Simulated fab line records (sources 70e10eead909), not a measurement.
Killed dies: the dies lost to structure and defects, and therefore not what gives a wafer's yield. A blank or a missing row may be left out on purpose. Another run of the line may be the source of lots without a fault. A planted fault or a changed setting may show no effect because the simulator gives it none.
fab line records    flow nandHarc
record lots=5  wafers=15  lastDay=33
route steps=1302 shown P_ZERO_WELL@14
lots with no fault: from the same line, run without faults
startH: the number of hours between the record's first day and the start of the first shown wafer of the lot    waitH: hours since the lot's step before    " as in the row above    L1.1+2: one row covering several wafers at once    - no value, or no start was given    * or withheld: withheld    < > ~ a bound
route shown NAME@n: a module of which the file shows steps, and the number in the route of the first    usual: mean and standard deviation over wafers with no fault    same: alike in all rows    chamber/n: place in a boat    sites: per-site readings    _std_site: standard deviation across them    _edge_site: the outer-site mean with the inner-site mean subtracted    radiusMm: for every site, how far away it sits from the centre of the wafer    mask NAME#n: copy n    behind: the most recent tool/chamber to have shaped the wafer    hold: why the lot was held/for how many hours/how that ended    device: transistor that didn't switch, given as n, p or np    end of line: tests of these same wafers at the route's end    a step given without rows: its recipe and nothing more    killed: dies lost to structure and defects at the first sort, not the wafer's yield    map: dies across one wafer; x = killed, . = not, _ = none there
set.NAME: setting as actually run; set.NAME@STEP: the setting as run at that earlier step    model.NAME: the simulator's own value behind a step, which no gauge read
lots seen at some steps along the route; tables by step, rows by wafer
services: a tool's chamber out of use, with start hour (startH, from the record's first day; less than 0 if before it), hours out, and reason
## steps
# step NHARC_P_ZERO_WELL_CD_MEAS_11
# recipe targetCdNm=500  landingEnergyEv=500
# usual cdNm=500.0/2
lot.wafer  tool      chamber  startH  waitH  cdNm
L955.1     cdSem-01  0        41.11   -      502.0
L955.4     "         0        "       "      504.8
L955.6     "         0        "       "      502.6
L964.2     cdSem-02  0        131.24  -      496.5
L964.3     "         0        "       "      499.5
L964.5     "         0        "       "      498.4
L966.3     cdSem-02  0        151.25  -      495.9
L966.5     "         0        "       "      499.5
L966.6     "         0        "       "      499.2
L974.4     cdSem-03  0        231.24  -      494.6
L974.5     "         0        "       "      498.7
L974.6     "         0        "       "      499.2
L976.1     cdSem-02  0        251.24  -      499.3
L976.3     "         0        "       "      499.3
L976.5     "         0        "       "      502.6
# step NHARC_P_ZERO_WELL_HARDBAKE_12
# recipe tempC=118  timeS=65
# step NHARC_P_ZERO_WELL_DESCUM_13
# recipe timeS=3  o2FlowSccm=200  arFlowSccm=0  biasPowerW=0  chemistry=O2
# usual drypumpMotorCurrentA=5.6/0.41  oesProductAu=1.001/0.01  rfVppV=57.7/0.82  showerheadPlenumPTorr=1.90/0.071  throttleValvePct=11.313/0.0095
lot.wafer  tool        chamber  startH  waitH  drypumpMotorCurrentA  oesProductAu  rfHoursCounterH  rfVppV  showerheadPlenumPTorr  throttleValvePct
L955.1     rieDiel-08  0        41.27   -      5.3                   1.008         8                56.9    1.82                   11.313
L955.4     "           1        "       "      5.9                   0.987         6                57.4    1.96                   11.322
L955.6     "           0        "       "      5.3                   1.003         -                58.4    1.82                   11.309
L964.3     rieDiel-08  0        131.41  -      5.3                   1.009         30               58.4    1.82                   11.331
L964.2     "           1        "       "      5.8                   0.981         29               57.2    1.95                   11.315
L964.5     "           3        "       "      5.8                   0.991         -                57.4    1.90                   11.314
L966.3     rieDiel-04  3        151.40  -      5.4                   0.993         40               58.3    1.98                   11.309
L966.5     "           3        "       "      5.5                   0.998         -                58.2    1.98                   11.320
L966.6     "           0        "       "      5.1                   1.004         -                59.2    2.06                   11.281
L974.4     rieDiel-08  2        231.39  -      5.9                   0.999         13               57.2    1.89                   11.315
L974.5     "           2        "       "      5.9                   0.999         -                57.6    1.89                   11.307
L974.6     "           3        "       "      5.8                   1.002         -                57.7    1.89                   11.320
L976.3     rieDiel-01  3        251.40  -      5.9                   1.006         6                57.7    1.86                   11.298
L976.1     "           0        "       "      4.9                   1.003         10               57.5    1.83                   11.310
L976.5     "           0        "       "      4.9                   1.017         -                58.7    1.83                   11.317
# step NHARC_P_ZERO_WELL_ETCH_65
# recipe targetDepthA=800  overetchA=240  timeS=87.88  ionEnergyEv=200  n2FlowSccm=150  h2FlowSccm=150  arFlowSccm=0  rfW=400  biasW=150  chemistry=N2/H2
# usual drypumpMotorCurrentA=5.6/0.4  oesProductAu=1.000/0.012  rfFwdPowerW=397.0/1.5  rfVppV=430.2/2.4  showerheadPlenumPTorr=2.03/0.08  throttleValvePct=14.172/0.0093
lot.wafer  tool        chamber  startH  waitH  drypumpMotorCurrentA  oesProductAu  rfFwdPowerW  rfHoursCounterH  rfVppV  showerheadPlenumPTorr  throttleValvePct
L955.1     rieDiel-08  1        41.35   0.1    5.8                   0.974         397.9        6                432.6   2.09                   14.167
L955.4     "           3        "       "      5.9                   0.984         394.3        8                429.7   2.03                   14.180
L955.6     "           2        "       "      5.9                   1.010         395.8        -                431.9   2.03                   14.164
L964.2     rieDiel-08  1        131.49  0.1    5.8                   0.987         396.1        29               433.4   2.08                   14.178
L964.3     "           2        "       "      5.9                   1.022         394.5        30               430.0   2.02                   14.168
L964.5     "           3        "       "      5.8                   0.998         395.4        -                430.0   2.02                   14.168
L966.3     rieDiel-04  3        151.51  0.1    5.4                   0.994         400.3        40               431.9   2.11                   14.164
L966.6     "           0        "       "      5.1                   0.992         395.7        -                434.6   2.20                   14.159
L966.5     "           1        "       "      5.5                   1.003         397.3        -                430.5   2.02                   14.178
L974.4     rieDiel-08  1        231.48  0.1    5.8                   0.996         396.7        13               431.5   2.07                   14.177
L974.5     "           1        "       "      5.8                   0.999         398.5        -                430.4   2.07                   14.171
L974.6     "           2        "       "      5.9                   1.016         394.8        -                430.4   2.01                   14.167
L976.3     rieDiel-01  2        251.49  0.1    5.2                   0.981         395.5        8                426.5   1.91                   14.179
L976.1     "           0        "       "      4.9                   1.009         397.5        10               426.8   1.95                   14.167
L976.5     "           2        "       "      5.2                   0.985         394.6        -                426.5   1.91                   14.186
# step NHARC_P_ZERO_WELL_ETCH_62
# recipe targetDepthA=130  timeS=6.5  chf3FlowSccm=50  arFlowSccm=200  rfW=500  biasW=200  chemistry=CHF3/Ar
# usual drypumpMotorCurrentA=5.6/0.4  oesProductAu=0.962/0.016  rfFwdPowerW=487.7/1.6  rfVppV=370.5/1.9  showerheadPlenumPTorr=2.33/0.081  throttleValvePct=20.217/0.0095
lot.wafer  tool        chamber  startH  waitH  drypumpMotorCurrentA  oesProductAu  rfFwdPowerW  rfHoursCounterH  rfVppV  showerheadPlenumPTorr  throttleValvePct
L955.1     rieDiel-08  0        -       -      5.3                   0.965         488.8        8                367.4   2.24                   20.229
L955.4     "           1        "       "      5.8                   0.940         487.9        6                373.7   2.40                   20.219
L955.6     "           3        "       "      5.9                   0.966         487.4        -                370.5   2.34                   20.218
L964.2     rieDiel-08  1        -       -      5.8                   0.962         487.3        29               372.2   2.39                   20.211
L964.3     "           3        "       "      5.8                   0.953         488.0        31               370.3   2.33                   20.219
L964.5     "           2        "       "      5.9                   0.969         487.2        -                369.2   2.33                   20.211
L966.3     rieDiel-04  1        -       -      5.5                   0.984         486.4        51               370.0   2.32                   20.206
L966.5     "           2        "       "      6.1                   0.982         487.7        -                369.4   2.29                   20.213
L966.6     "           3        "       "      5.4                   0.950         489.6        -                371.8   2.42                   20.204
L974.4     rieDiel-08  2        -       -      5.9                   0.944         483.8        13               370.9   2.31                   20.205
L974.5     "           0        "       "      5.3                   0.963         485.7        -                368.7   2.22                   20.226
L974.6     "           1        "       "      5.8                   0.944         489.3        -                371.3   2.38                   20.210
L976.1     rieDiel-01  0        -       -      4.9                   0.968         488.6        10               369.1   2.25                   20.215
L976.3     "           2        "       "      5.2                   0.975         489.7        8                367.3   2.21                   20.221
L976.5     "           1        "       "      6.4                   0.995         488.0        -                370.1   2.27                   20.231
# step NHARC_P_ZERO_WELL_ETCH_63
# recipe targetDepthA=1200  timeS=40.1  hbrFlowSccm=150  cl2FlowSccm=50  rfW=400  icpW=400  biasW=100  chemistry=HBr/Cl2
# usual drypumpMotorCurrentA=5.7/0.51  heBacksideLeakSccm=2.81/0.26  oesProductAu=0.998/0.0081  rfFwdPowerW=395.0/1.9  throttleValvePct=26.405/0.0099
lot.wafer  tool      chamber  startH  waitH  drypumpMotorCurrentA  heBacksideLeakSccm  oesProductAu  rfFwdPowerW  rfHoursCounterH  throttleValvePct
L955.1     rieSi-02  2        41.53   -      5.1                   2.81                0.999         395.1        0.5              26.402
L955.4     "         0        "       "      5.9                   2.41                0.981         393.5        0.5              26.421
L955.6     "         3        "       "      5.7                   2.78                0.993         393.4        -                26.415
L964.2     rieSi-06  0        131.65  -      5.1                   2.83                1.001         393.1        0.3              26.412
L964.3     "         2        "       "      5.5                   3.05                0.991         393.1        0.3              26.400
L964.5     "         1        "       "      6.2                   2.27                1.004         395.2        -                26.392
L966.3     rieSi-06  3        151.66  -      5.7                   3.01                1.003         395.2        0.4              26.390
L966.5     "         3        "       "      5.8                   2.88                1.005         394.4        -                26.411
L966.6     "         0        "       "      5.1                   2.90                1.005         393.7        -                26.391
L974.4     rieSi-03  0        231.71  -      5.8                   2.67                1.006         397.3        -                26.420
L974.5     "         1        "       "      6.6                   3.13                0.993         396.5        -                26.387
L974.6     "         2        "       "      5.7                   2.84                1.009         394.1        -                26.405
L976.3     rieSi-03  0        251.66  -      5.8                   2.57                1.017         395.6        0.1              26.399
L976.1     "         3        "       "      4.6                   2.91                0.991         392.5        0.1              26.412
L976.5     "         1        "       "      6.6                   2.98                0.985         396.7        -                26.408
# step NHARC_P_ZERO_WELL_STRIP_15
# recipe timeS=900  tempC=130  chemistry=SPM
# step NHARC_P_ZERO_WELL_DEHYDRATE_16
# recipe tempC=150  timeS=120
# step NHARC_P_ZERO_WELL_HMDS_17
# recipe timeS=30
# step NHARC_P_ZERO_WELL_COAT_18
# recipe spinRpm=withheld
# step NHARC_P_ZERO_WELL_SOFTBAKE_19
# recipe tempC=122  timeS=95
# step NHARC_P_ZERO_WELL_EBR_20
# step NHARC_P_ZERO_WELL_EXPOSE_21
# recipe na=0.6  targetCdNm=720  doseMj=22.31  maskId=P_NWELL
lot.wafer   tool           chamber  startH  waitH  mask
L955.1+4+6  krfScanner-04  0        42.29   -      P_NWELL#0
L964.2+3+5  krfScanner-03  0        132.43  -      P_NWELL#0
L966.3+5+6  krfScanner-04  0        152.44  -      P_PWELL#0
L974.4+5+6  krfScanner-02  0        232.47  -      P_NWELL#0
L976.1+3+5  krfScanner-04  0        252.44  -      P_NWELL#0
# step NHARC_P_ZERO_WELL_PEB_22
# recipe pebTempC=118  pebTimeS=85
# step NHARC_P_ZERO_WELL_DEVELOP_23
# recipe timeS=70
# step NHARC_P_ZERO_WELL_CD_MEAS_24
# recipe targetCdNm=720  landingEnergyEv=500
# usual cdNm=719.9/1.5
lot.wafer  tool      chamber  startH  waitH  cdNm
L955.1     cdSem-01  0        42.45   -      719.9
L955.4     "         0        "       "      720.8
L955.6     "         0        "       "      721.6
L964.2     cdSem-03  0        132.58  -      719.5
L964.3     "         0        "       "      717.5
L964.5     "         0        "       "      717.8
L966.3     cdSem-01  0        152.59  -      -
L966.5     "         0        "       "      -
L966.6     "         0        "       "      -
L974.4     cdSem-03  0        232.61  -      720.3
L974.5     "         0        "       "      721.0
L974.6     "         0        "       "      718.7
L976.1     cdSem-03  0        252.59  -      719.9
L976.3     "         0        "       "      722.5
L976.5     "         0        "       "      719.2
# step NHARC_P_ZERO_WELL_HARDBAKE_25
# recipe tempC=125  timeS=80
## services
tool           chamber  startH  hours  kind
rieDiel-01     -        26.83   9.0    pm
krfScanner-04  -        30.16   0.7    repair
krfScanner-04  -        42.41   1.4    repair
krfScanner-04  -        51.94   2.1    repair
rieDiel-04     0        54.98   2.1    repair
krfScanner-04  -        60.90   0.2    repair
rieDiel-08     -        63.82   2.6    repair
rieDiel-04     2        65.92   11.5   repair
krfScanner-04  -        75.04   22.5   repair
rieDiel-04     3        81.27   16.3   repair
rieDiel-01     0        114.58  9.0    repair
rieDiel-04     2        117.62  6.3    repair
rieDiel-01     1        131.48  9.0    repair
rieDiel-01     0        148.55  23.3   repair
rieDiel-04     1        169.83  4.1    repair
rieDiel-04     -        177.92  9.0    pm
krfScanner-04  -        182.00  4.0    pm
rieDiel-08     -        190.85  9.0    pm
krfScanner-04  -        193.51  3.3    repair
rieDiel-01     2        197.68  5.6    repair
rieDiel-01     -        203.83  9.0    pm
krfScanner-04  -        204.06  0.6    repair
rieDiel-01     3        223.79  11.7   repair
rieDiel-08     -        226.94  1.6    repair
## key
firstSign step=NHARC_P_ZERO_WELL_EXPOSE_21  reading=mask  direction=changed
effect step=NHARC_P_ZERO_WELL_CD_MEAS_24  reading=cdNm  direction=missing
metAt NHARC_P_ZERO_WELL_EXPOSE_21
struckWafers L966.3,L966.5,L966.6
laterRowsLeftOut L966.3,L966.5,L966.6
sortLeftOut L966.3,L966.5,L966.6
testerLeftOut L966
onsetBetween 42.29 152.44
fault kind=wrongMask  tool=any  chamber=-  onsetH=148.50  steps=NHARC_P_ZERO_WELL_EXPOSE_21  auxCopy=P_PWELL#0  scope=struckLotsOnly
# testerLeftOut: of these lots the tester's yield and bins aren't shown, on N5 and GAA mostly nor the transistor test; their killed dies are dies lost to structure and defects alone, not to doping, threshold or leakage, so they don't give the yield
# sortLeftOut: the simulated sort isn't trusted on such a fault, so these wafers' sort isn't shown, and their yield isn't known
# laterRowsLeftOut: the simulator's readings of these wafers behind a module that went badly wrong aren't trusted and aren't shown, but for the sort
